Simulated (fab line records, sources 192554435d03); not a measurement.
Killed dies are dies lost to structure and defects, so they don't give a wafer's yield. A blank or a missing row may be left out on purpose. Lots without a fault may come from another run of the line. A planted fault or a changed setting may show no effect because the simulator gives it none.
Which tool did it? | flow n5_finfet | 9 lots, 27 wafers sampled, at 5 steps of a route of 1938

WHAT THE GAUGES READ, wafer by wafer
N5_BEOL_M4_RC_MEAS_101.
lot  | measured     | on        | CJ_P
L313 | day 9 19:12  | prober-02 | 2.06 2.05 2.09
L314 | day 10 08:57 | prober-01 | 2.12 2.07 2.12
L315 | day 11 00:27 | prober-01 | 1.94 1.96 2.08
L316 | day 11 05:25 | prober-01 | 6.17 5.69 5.70
L321 | day 12 05:17 | prober-02 | 6.09 5.80 5.38
L323 | day 12 10:37 | prober-02 | 5.86 5.74 5.85
L324 | day 13 01:37 | prober-01 | 5.89 5.75 5.73
L326 | day 13 14:24 | prober-02 | 5.94 5.83 5.74
L327 | day 13 14:36 | prober-01 | 5.75 5.67 5.80

WHICH TOOL RAN EACH LOT (tool, then ch and the chambers of the sampled wafers, then the start)
lot  | N5_SPACER0_ALD_07                | N5_SD_EPI_N_ETCH_35               | N5_SD_EPI_P_ETCH_47               | N5_SD_EPI_P_SD_RECESS_17
L313 | ald_sin-01 ch 0,3, day 5 04:35   | rie_diel-01 ch 0,1,3, day 5 05:43 | rie_diel-02 ch 1,2,3, day 5 10:45 | rie_si-01 ch 1,2, day 5 10:55
L314 | ald_sin-01 ch 0,2, day 5 08:34   | rie_diel-01 ch 0,1,3, day 5 09:46 | rie_diel-03 ch 0,1,3, day 5 14:59 | rie_si-06 ch 1,2, day 5 15:09
L315 | ald_sin-04 ch 0,1, day 5 18:01   | rie_diel-05 ch 1,2,3, day 5 19:10 | rie_diel-04 ch 0,1,2, day 6 00:17 | rie_si-01 ch 1,2,3, day 6 00:28
L316 | ald_sin-04 ch 1,2,3, day 5 21:22 | rie_diel-06 ch 2,3, day 5 22:26   | rie_diel-04 ch 1,2,3, day 6 03:17 | rie_si-01 ch 1,3, day 6 03:28
L321 | ald_sin-04 ch 2,3, day 6 23:47   | rie_diel-05 ch 0,1, day 7 00:56   | rie_diel-04 ch 0,2,3, day 7 06:47 | rie_si-06 ch 0,3, day 7 06:58
L323 | ald_sin-03 ch 0,1,2, day 7 11:21 | rie_diel-06 ch 0,2,3, day 7 12:22 | rie_diel-04 ch 0,2,3, day 7 17:25 | rie_si-06 ch 0,2,3, day 7 17:35
L324 | ald_sin-04 ch 1,2,3, day 7 18:19 | rie_diel-01 ch 0,2,3, day 7 19:43 | rie_diel-04 ch 2,3, day 8 00:34   | rie_si-06 ch 0,2,3, day 8 00:44
L326 | ald_sin-01 ch 0,1,3, day 8 07:05 | rie_diel-01 ch 0,2,3, day 8 08:14 | rie_diel-02 ch 0,2, day 8 13:10   | rie_si-01 ch 0,1,3, day 8 13:20
L327 | ald_sin-01 ch 1,2, day 8 12:54   | rie_diel-01 ch 0,3, day 8 14:09   | rie_diel-02 ch 0,1,2, day 8 19:25 | rie_si-06 ch 0,1,2, day 8 19:34
- N5_SPACER0_ALD_07: deposits SiNx, target thk 2 nm.
- N5_SD_EPI_N_ETCH_35: etches SOC in N2/H2, overetch 108 nm, time 486 s.
- N5_SD_EPI_P_ETCH_47: etches SiOCN in CH3F/O2, target depth 25 nm.
- N5_SD_EPI_P_SD_RECESS_17: chemistry HBr/Cl2/O2, target depth 39.1 nm, bt time 3 s.

THE ANSWER, worked out from the rows above alone
Rule: what is usual is taken from the lots themselves. Put in order of their means at a reading, lots are off if they are a third of the lots or fewer, leave a main group of 4 or more, and stand apart from it by a gap of 3 or more times the standard deviation of the main group's means; of several such gaps the widest counts. A main group whose means are all the same, to the digits that the tables above print for the reading, isn't used. A lot without any number at a reading at which 4 lots or more have one is off too. The other lots that the step has rows for count as sound.
Off: L313, L314, L315, at N5_BEOL_M4_RC_MEAS_101 (CJ_P). The main group: mean 5.80, standard deviation 0.041.
A tool fits if, at a process step before that reading, it ran every lot that is off, and no sound lot after the first of them. The gauges at N5_BEOL_M4_RC_MEAS_101 are tried like those tools. None of those tried fits.

WHAT THE SIMULATOR HAD PUT IN
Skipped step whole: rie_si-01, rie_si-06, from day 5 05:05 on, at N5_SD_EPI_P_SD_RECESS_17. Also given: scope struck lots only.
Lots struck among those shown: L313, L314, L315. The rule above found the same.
